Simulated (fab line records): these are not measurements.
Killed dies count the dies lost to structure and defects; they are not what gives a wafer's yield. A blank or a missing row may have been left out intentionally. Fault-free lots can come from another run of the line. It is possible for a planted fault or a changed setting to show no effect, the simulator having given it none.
Lot-split experiment	flow n5 finfet	on a route of 1938 steps: 7 lots, 39 wafers read

ABOUT THE SPLIT
At N5_DUMMY_GATE_ETCH_37 (etches SOC in N2/H2, target depth 60 nm, overetch 30 nm), the setting source w was moved away from the recipe's 840 W on 15 of the 39 wafers read, by -12.4% to +13.4%. This setting was run at the recipe's value on the other wafers.

The reading is taken at the split's own step.

THE READING
rf vpp V, in V, at N5_DUMMY_GATE_ETCH_37 (etches SOC in N2/H2, target depth 60 nm, overetch 30 nm). Fault-free wafers of this fab line usually give 523.2 V, standard deviation 2.6 V.

wafer	tool, chamber at the split	source w as run, W	against the recipe	rf vpp V, V	against lot-mates on the recipe
L076.1	rie diel-04, 2	889.1	+5.8%	514.5	-6.6
L076.2	rie diel-04, 3	840	recipe	522.5	-
L076.3	rie diel-04, 0	840	recipe	521.1	-
L076.4	rie diel-04, 1	840	recipe	519.6	-
L076.5	rie diel-04, 0	889.1	+5.8%	510.9	-10.2
L076.6	rie diel-04, 1	889.1	+5.8%	510.2	-10.9
L077.1	rie diel-04, 1	840	recipe	521.8	-
L077.2	rie diel-04, 3	840	recipe	521.0	-
L077.3	rie diel-04, 2	912	+8.6%	508.9	-13.0
L077.4	rie diel-04, 0	912	+8.6%	507.9	-14.0
L077.5	rie diel-04, 3	840	recipe	522.9	-
L077.6	rie diel-04, 0	912	+8.6%	507.8	-14.1
L082.1	rie diel-05, 1	840	recipe	519.0	-
L082.2	rie diel-05, 2	952.6	+13.4%	505.6	-16.9
L082.3	rie diel-05, 0	840	recipe	525.5	-
L082.4	rie diel-05, 3	840	recipe	522.9	-
L082.5	rie diel-05, 0	952.6	+13.4%	504.1	-18.4
L082.6	rie diel-05, 3	952.6	+13.4%	501.3	-21.2
L091.1	rie diel-04, 0	840	recipe	520.2	-
L091.2	rie diel-04, 1	840	recipe	522.1	-
L091.3	rie diel-04, 3	909.2	+8.2%	508.4	-14.4
L091.4	rie diel-04, 2	840	recipe	526.1	-
L091.5	rie diel-04, 2	909.2	+8.2%	510.0	-12.8
L091.6	rie diel-04, 1	909.2	+8.2%	508.1	-14.7
L092.1	rie diel-03, 3	840	recipe	523.4	-
L092.3	rie diel-03, 1	840	recipe	527.4	-
L092.5	rie diel-03, 1	840	recipe	526.9	-
L095.1	rie diel-03, 0	840	recipe	523.6	-
L095.2	rie diel-03, 1	840	recipe	527.2	-
L095.3	rie diel-03, 2	840	recipe	528.1	-
L095.4	rie diel-03, 2	840	recipe	527.3	-
L095.5	rie diel-03, 0	840	recipe	523.4	-
L095.6	rie diel-03, 1	840	recipe	527.7	-
L096.1	rie diel-04, 3	840	recipe	521.3	-
L096.2	rie diel-04, 0	735.8	-12.4%	542.2	+21.5
L096.3	rie diel-04, 1	840	recipe	519.6	-
L096.4	rie diel-04, 2	735.8	-12.4%	546.2	+25.5
L096.5	rie diel-04, 1	840	recipe	521.3	-
L096.6	rie diel-04, 2	735.8	-12.4%	546.4	+25.7

THE FIT
A straight line over all 39 wafers: rf vpp V changes by -1.67 V for each +1% of source w; r = -0.97; the points scatter about the line by 2.7 V.
The same after taking each lot's own level away (the mean of its wafers on the recipe; 39 wafers): -1.68 V for each +1%; r = -0.98; scatter 2.2 V.
On that fit, the largest move of source w shifts the reading by 22 V.
The span of the lots' own levels, 520.73 to 526.22 V, comes to 2.1 times the standard deviation stated above.
The two slopes agree, so the slope changes little with the lot-to-lot level.
Check: for one of the wafers moved furthest among these (+13.4%), held out of the fit, the line's prediction against its lot-mates is -22.5 V. Against them it came out at -16.9 V.
Tool readings at the split's step, against how far the setting was moved: rf vpp V r = -0.97.

OTHER SPLITS APPLIED TO THESE WAFERS
Before the reading, these wafers also passed through other splits. Each is held against what the fit with the lots' levels taken away leaves over:
other split on the same wafers	wafers away from the commonest value	r with rf vpp V (lot level and that fit taken away)
N5_WELL_APT_IMPLANT_31 energy kev	15	+0.06
N5_WELL_APT_IMPLANT_32 energy kev	15	-0.18
N5_FIN_SAQP_HM_DEP_03 target thk a	12	-0.12
N5_FIN_CUT_ETCH_21 bias w	12	-0.18

FILE'S OWN FIT
rf vpp V changes by -1.65 V for each +1% of source w, r = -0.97.
